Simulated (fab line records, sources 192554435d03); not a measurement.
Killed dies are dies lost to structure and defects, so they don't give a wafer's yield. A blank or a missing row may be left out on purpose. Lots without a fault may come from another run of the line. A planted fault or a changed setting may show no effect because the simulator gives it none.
Which tool did it? | flow n5_finfet | 12 lots, 36 wafers sampled, at 1 step of a route of 1938

WHAT THE GAUGES READ, wafer by wafer
N5_BEOL_M11_INSPECT_30: inspects for defects (brightfield).
lot  | measured     | on                | raw_defect_count
L076 | day 11 07:01 | defect_inspect-02 | 336 359 438
L075 | day 11 16:59 | defect_inspect-01 | 433 352 276
L080 | day 12 21:38 | defect_inspect-02 | 394 359 355
L079 | day 13 04:33 | defect_inspect-02 | 607 401 581
L083 | day 13 06:48 | defect_inspect-01 | 430 362 527
L084 | day 14 06:37 | defect_inspect-01 | 339 458 357
L088 | day 14 11:20 | defect_inspect-01 | 459 671 371
L089 | day 14 14:52 | defect_inspect-01 | 325 316 286
L091 | day 15 05:21 | defect_inspect-01 | 333 402 369
L093 | day 16 04:27 | defect_inspect-01 | 358 414 324
L094 | day 16 21:34 | defect_inspect-01 | 409 334 301
L097 | day 17 17:20 | defect_inspect-02 | 500 476 737

WHICH TOOL RAN EACH LOT (tool, then ch and the chambers of the sampled wafers, then the start)
The record holds no process step before these readings.

THE ANSWER, worked out from the rows above alone
Rule: what is usual is taken from the lots themselves. Put in order of their means at a reading, lots are off if they are a third of the lots or fewer, leave a main group of 4 or more, and stand apart from it by a gap of 3 or more times the standard deviation of the main group's means; of several such gaps the widest counts. A main group whose means are all the same, to the digits that the tables above print for the reading, isn't used. A lot without any number at a reading at which 4 lots or more have one is off too. The other lots that the step has rows for count as sound.
No lot is off at any reading shown: from this, nothing can be told.

WHAT THE SIMULATOR HAD PUT IN
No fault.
